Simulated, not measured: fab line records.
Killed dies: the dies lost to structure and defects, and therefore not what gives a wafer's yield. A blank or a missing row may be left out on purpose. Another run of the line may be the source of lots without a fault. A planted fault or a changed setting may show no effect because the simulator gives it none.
fab line records	flow n5_finfet	part 2 of 2: steps 18 to 28 of 28
record lots=5	wafers=15	last_day=17
route steps=1938 shown BEOL_M5@1150
lots untouched by any fault: they come from a run of this same line in which no faults occurred
start_h: start of the lot's first displayed wafer, in hours after the record's first day	wait_h: hours since the lot's step before	" identical to the entry in the row above	L1.1+2: a single row standing in for several wafers	- no value present, or no start provided	* or withheld: withheld	< > ~ a bound
route shown NAME@n: NAME is a module with steps in the file, n the number in the route of the first one	usual: mean/standard deviation of fault-free wafers	same: alike in all rows	chamber/n: place in a boat	sites: each site's reading	_std_site: the values' standard deviation	_edge_site: mean of outer sites minus mean of inner sites	radius_mm: for every site, how far away it sits from the centre of the wafer	mask NAME#n: copy n	behind: the most recent tool/chamber to have shaped the wafer	hold: cause of the lot's hold/its duration in hours/its outcome	device: whichever transistor did not switch (one of n, p or np)	end of line: the route-end tests of the same wafers	a step with no rows: only its recipe	killed: the dies lost at the first sort to structure and to defects; this is not the yield of the wafer	map: shows each die of a wafer: x if killed, . if not, _ if none is there
set.NAME: the setting that was run; set.NAME@STEP: the one run at that earlier step	model.NAME: the simulator's own value behind a step, which no gauge read
certain route steps with their lots: each step a table, each wafer a row
services: a tool's chamber out of use, with start hour (start_h, from the record's first day; less than 0 if before it), hours out, and reason
## steps
# step N5_BEOL_M5_SRD_43
# recipe time_s=30	temp_c=23	rinse_liquid=diw	dry=ipa_marangoni
# same time_s=30
lot.wafer	tool	chamber	start_h	wait_h
L078.1+2+6	wet_bench-06	5,0,7	198.44	0.0
L088.1+5+6	wet_bench-03	2,3,6	252.14	0.0
L089.1+5+6	wet_bench-04	7,0,5	255.45	0.0
L094.3+5+6	wet_bench-06	2,3,0	305.16	0.0
L095.1+4+5	wet_bench-03	3,7,2	309.07	0.0
# step N5_BEOL_M5_CD_MEAS_35
# recipe target_cd_nm=28	target_cd_y_nm=24	polarity=opening
# usual cd_nm=28.0/0.35
lot.wafer	tool	chamber	start_h	wait_h	cd_nm
L078.1	cd_sem-03	-	198.48	0.0	27.8
L078.2	"	-	"	"	27.8
L078.6	"	-	"	"	28.0
L088.1	cd_sem-03	-	252.18	0.0	28.2
L088.5	"	-	"	"	28.4
L088.6	"	-	"	"	28.2
L089.1	cd_sem-01	-	255.49	0.0	27.9
L089.5	"	-	"	"	27.1
L089.6	"	-	"	"	28.2
L094.3	cd_sem-02	-	305.20	0.0	27.6
L094.5	"	-	"	"	27.7
L094.6	"	-	"	"	27.4
L095.1	cd_sem-03	-	309.11	0.0	27.7
L095.4	"	-	"	"	27.3
L095.5	"	-	"	"	27.9
# step N5_BEOL_M5_CURE_80
# recipe temp_c=370	time_s=120	ambient=DMADMS/He	material=SiCOH_lowk
# usual lamp_power_pct=52.32/0.057	wafer_temp_C_max=371.9/0.55
# same time_s=120
lot.wafer	tool	chamber	start_h	wait_h	lamp_power_pct	wafer_temp_C_max
L078.1	uv_cure-03	1	198.52	0.0	52.25	371.8
L078.2	"	1	"	"	52.30	371.6
L078.6	"	1	"	"	52.32	371.9
L088.1	uv_cure-03	0	252.22	0.0	52.38	371.7
L088.5	"	0	"	"	52.30	371.7
L088.6	"	0	"	"	52.43	372.3
L089.1	uv_cure-03	1	255.53	0.0	52.35	371.4
L089.5	"	1	"	"	52.33	371.7
L089.6	"	1	"	"	52.32	371.8
L094.3	uv_cure-02	0	305.34	0.1	52.35	371.6
L094.5	"	0	"	"	52.38	372.1
L094.6	"	0	"	"	52.26	371.9
L095.1	uv_cure-02	0	309.15	0.0	52.39	371.0
L095.4	"	0	"	"	52.27	371.3
L095.5	"	0	"	"	52.31	371.5
# step N5_BEOL_M5_DEGAS_44
# recipe ambient=vacuum	temp_c=250	time_s=60
# usual heater_power_w=343/27
# same time_s=60
lot.wafer	tool	chamber	start_h	wait_h	heater_power_w
L078.1	pvd_sputter-01	-	199.03	0.5	389
L078.2	"	-	"	"	369
L078.6	"	-	"	"	343
L088.1	pvd_sputter-02	-	252.84	0.6	357
L088.5	"	-	"	"	340
L088.6	"	-	"	"	306
L089.1	pvd_sputter-01	-	255.95	0.4	389
L089.5	"	-	"	"	334
L089.6	"	-	"	"	388
L094.3	pvd_sputter-01	-	306.06	0.7	336
L094.5	"	-	"	"	335
L094.6	"	-	"	"	347
L095.1	pvd_sputter-03	-	309.92	0.7	366
L095.4	"	-	"	"	328
L095.5	"	-	"	"	352
# step N5_BEOL_M5_PRE_CLEAN_45
# recipe gas=H2/He	time_s=30	temp_c=250
# usual heater_power_w=344/27
# same time_s=30
lot.wafer	tool	chamber	start_h	wait_h	heater_power_w
L078.1	pvd_sputter-01	-	199.07	0.0	389
L078.2	"	-	"	"	370
L078.6	"	-	"	"	334
L088.1	pvd_sputter-02	-	252.88	0.0	356
L088.5	"	-	"	"	337
L088.6	"	-	"	"	316
L089.1	pvd_sputter-01	-	255.99	0.0	389
L089.5	"	-	"	"	336
L089.6	"	-	"	"	393
L094.3	pvd_sputter-01	-	306.10	0.0	339
L094.5	"	-	"	"	326
L094.6	"	-	"	"	356
L095.1	pvd_sputter-03	-	309.96	0.0	381
L095.4	"	-	"	"	338
L095.5	"	-	"	"	360
# step N5_BEOL_M5_ALD_86
# recipe material=TaN	target_thk_a=*	temp_c=275	ald_precursor_family=PDMAT	ald_co_reactant=NH3	pressure_torr=3	carrier_flow_sccm=1500	pulse_time_s=2	purge_time_s=3	co_reactant_purge_time_s=2	co_reactant_pulse_time_s=3	ald_cycles=30	precursor_vessel_temp_c=75	precursor_vessel_pressure_torr=26.25	precursor_vessel_carrier_sccm=1000
# usual heater_power_outer_w=237/22	heater_power_w=426/36	mfc_carrier_sccm=1500/3.9
lot.wafer	tool	chamber	start_h	wait_h	heater_power_outer_w	heater_power_w	mfc_carrier_sccm
L078.1	ald_metal-03	2	199.13	0.0	211	401	1501
L078.2	"	3	"	"	182	323	1495
L078.6	"	3	"	"	180	330	1497
L088.1	ald_metal-04	2	252.94	0.0	254	425	1505
L088.5	"	3	"	"	225	417	1501
L088.6	"	0	"	"	233	443	1505
L089.1	ald_metal-01	0	256.05	0.0	253	434	1499
L089.5	"	3	"	"	245	459	1503
L089.6	"	2	"	"	235	418	1504
L094.3	ald_metal-04	1	306.22	0.1	264	468	1501
L094.5	"	3	"	"	219	422	1498
L094.6	"	2	"	"	262	424	1497
L095.1	ald_metal-01	3	310.03	0.0	240	451	1495
L095.4	"	2	"	"	223	418	1503
L095.5	"	3	"	"	242	453	1500
# step N5_BEOL_M5_SURFACE_TREAT_87
# recipe gas=Ar	time_s=*	ion_energy_ev=*	ion_current_ma_cm2=0.5	pressure_mtorr=*	ar_flow_sccm=30
# usual throttle_valve_pct=*
# same time_s=*
lot.wafer	tool	chamber	start_h	wait_h	throttle_valve_pct
L078.1	pvd_sputter-01	-	199.43	0.2	*
L078.2	"	-	"	"	*
L078.6	"	-	"	"	*
L088.1	pvd_sputter-03	-	253.17	0.1	*
L088.5	"	-	"	"	*
L088.6	"	-	"	"	*
L089.1	pvd_sputter-01	-	256.28	0.1	*
L089.5	"	-	"	"	*
L089.6	"	-	"	"	*
L094.3	pvd_sputter-01	-	306.54	0.2	*
L094.5	"	-	"	"	*
L094.6	"	-	"	"	*
L095.1	pvd_sputter-03	-	310.34	0.2	*
L095.4	"	-	"	"	*
L095.5	"	-	"	"	*
# step N5_BEOL_M5_CVD_47
# recipe material=Co	target_thk_a=30	temp_c=withheld	precursor=CCTBA/H2	pressure_torr=30	time_s=216
# same time_s=216
lot.wafer	tool	chamber	start_h	wait_h
L078.1+2+6	cvd_co-01	1,0,1	199.49	0.0
L088.1+5+6	cvd_co-02	2,0,1	253.23	0.0
L089.1+5+6	cvd_co-01	0,0,1	256.34	0.0
L094.3+5+6	cvd_co-02	2,1,2	306.83	0.3
L095.1+4+5	cvd_co-01	1,1,2	310.46	0.1
# step N5_BEOL_M5_SPUTTER_48
# recipe material=Cu	target_thk_a=150	temp_c=-20	chamber_pressure_pa=0.07	power_w=withheld	time_s=27.62
# usual throttle_valve_pct=30.3/1.1
# same time_s=27.62
lot.wafer	tool	chamber	start_h	wait_h	throttle_valve_pct
L078.1	pvd_sputter-02	-	199.65	0.1	31.0
L078.2	"	-	"	"	30.7
L078.6	"	-	"	"	31.1
L088.1	pvd_sputter-03	-	253.39	0.1	31.5
L088.5	"	-	"	"	28.8
L088.6	"	-	"	"	31.5
L089.1	pvd_sputter-02	-	256.49	0.1	30.8
L089.5	"	-	"	"	31.0
L089.6	"	-	"	"	31.1
L094.3	pvd_sputter-02	-	307.47	0.6	31.1
L094.5	"	-	"	"	31.0
L094.6	"	-	"	"	31.2
L095.1	pvd_sputter-03	-	310.78	0.3	29.0
L095.4	"	-	"	"	31.3
L095.5	"	-	"	"	29.2
# step N5_BEOL_M5_ANNEAL_49
# recipe temp_c=400	time_s=1800	ambient=vacuum
# usual heater_power_w=855/70
# same time_s=1800
lot.wafer	tool	chamber	start_h	wait_h	heater_power_w
L078.1	pvd_sputter-02	-	199.73	0.0	864
L078.2	"	-	"	"	779
L078.6	"	-	"	"	900
L088.1	pvd_sputter-03	-	253.47	0.0	901
L088.5	"	-	"	"	850
L088.6	"	-	"	"	944
L089.1	pvd_sputter-02	-	256.57	0.0	779
L089.5	"	-	"	"	882
L089.6	"	-	"	"	845
L094.3	pvd_sputter-02	-	307.55	0.0	891
L094.5	"	-	"	"	779
L094.6	"	-	"	"	843
L095.1	pvd_sputter-03	-	310.86	0.0	814
L095.4	"	-	"	"	883
L095.5	"	-	"	"	711
# step N5_BEOL_M5_SPUTTER_81
# recipe material=Cu	target_thk_a=150	temp_c=-20	chamber_pressure_pa=0.07	power_w=withheld	time_s=27.62
# usual throttle_valve_pct=30.3/1.1
# same time_s=27.62
lot.wafer	tool	chamber	start_h	wait_h	throttle_valve_pct
L078.1	pvd_sputter-02	-	200.73	0.5	30.7
L078.2	"	-	"	"	30.8
L078.6	"	-	"	"	31.5
L088.1	pvd_sputter-03	-	254.47	0.5	31.5
L088.5	"	-	"	"	29.0
L088.6	"	-	"	"	31.2
L089.1	pvd_sputter-02	-	257.58	0.5	30.9
L089.5	"	-	"	"	31.2
L089.6	"	-	"	"	31.3
L094.3	pvd_sputter-02	-	308.56	0.5	31.3
L094.5	"	-	"	"	30.8
L094.6	"	-	"	"	31.2
L095.1	pvd_sputter-03	-	311.87	0.5	28.9
L095.4	"	-	"	"	31.3
L095.5	"	-	"	"	29.2
## services
tool	chamber	start_h	hours	kind
uv_cure-02	-	184.15	2.1	pm
ald_metal-04	2	186.00	8.6	repair
ald_metal-01	3	188.97	21.4	repair
ald_metal-04	3	193.92	7.2	repair
rie_diel-02	2	199.12	3.9	repair
rie_diel-06	-	201.04	0.4	repair
ald_metal-01	2	201.71	7.7	repair
cvd_co-02	-	226.00	0.7	repair
rie_diel-06	3	237.11	10.1	repair
rie_diel-06	0	256.68	-	clean
rie_diel-06	0	256.68	-	consumable_replace:focus_ring
cvd_co-02	-	258.86	0.4	repair
wet_bench-03	-	260.19	3.4	repair
rie_diel-02	2	262.89	2.0	repair
ald_metal-03	-	270.01	1.2	repair
rie_diel-02	-	275.04	4.0	pm
ald_metal-01	-	289.09	6.0	repair
rie_diel-02	2	291.71	6.1	repair
rie_diel-06	2	293.86	4.5	repair
ald_metal-01	-	295.12	8.7	pm
uv_cure-03	-	295.39	2.1	pm
wet_bench-04	-	297.67	4.6	repair
rie_diel-06	3	298.24	2.1	repair
ald_metal-01	1	310.13	26.1	repair
